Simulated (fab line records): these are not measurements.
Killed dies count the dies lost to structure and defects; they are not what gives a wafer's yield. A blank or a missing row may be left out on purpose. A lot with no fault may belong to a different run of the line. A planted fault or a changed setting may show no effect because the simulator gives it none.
Chamber matching    flow n5Finfet    3 sister chambers for N5_BEOL_M4_ILD_DEP_00 on pecvd-04
The step deposits SiOC from DEMS/O2, target thk 79 nm, time 15.3 s. 3 wafers are shown with their chamber, then 8 later ones without.

## EACH WAFER AND ITS CHAMBER
wafer   chamber  showerheadVppV (V)
L088.5  1        1464
L088.6  2        1519
L089.3  0        1556

## WAFERS WITHOUT THEIR CHAMBER
wafer   showerheadVppV (V)
L089.4  1579
L089.6  1500
L096.4  1461
L096.5  1552
L096.6  1524
L097.1  1493
L097.4  1550
L097.5  1453

## WHICH CHAMBER EACH ONE RAN IN
wafer   from the rows above      in truth
L089.4  0                        0
L089.6  can't be placed: 2 or 1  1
L096.4  1                        1
L096.5  can't be placed: 0 or 2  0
L096.6  can't be placed: 2 or 0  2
L097.1  can't be placed: 2 or 1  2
L097.4  can't be placed: 0 or 2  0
L097.5  1                        1
Correctly placed: 3 of 8. Not placeable from these rows: 5 (in 5, the candidates include the true chamber). Number placed wrongly: 0.
How it was worked out, from the rows above alone: a wafer's distance from a chamber is the root of the sum, over the readings, of the square of ((its reading less the chamber's mean) divided by the reading's scatter). The wafer belongs to the nearest chamber; if the next one is less than 2 further off, it can't be placed. Each chamber's mean is taken over the wafers shown for it. The scatter (one wafer shown for each chamber): square how far every hidden wafer sits from the nearest shown wafer, average those squares and take the square root.
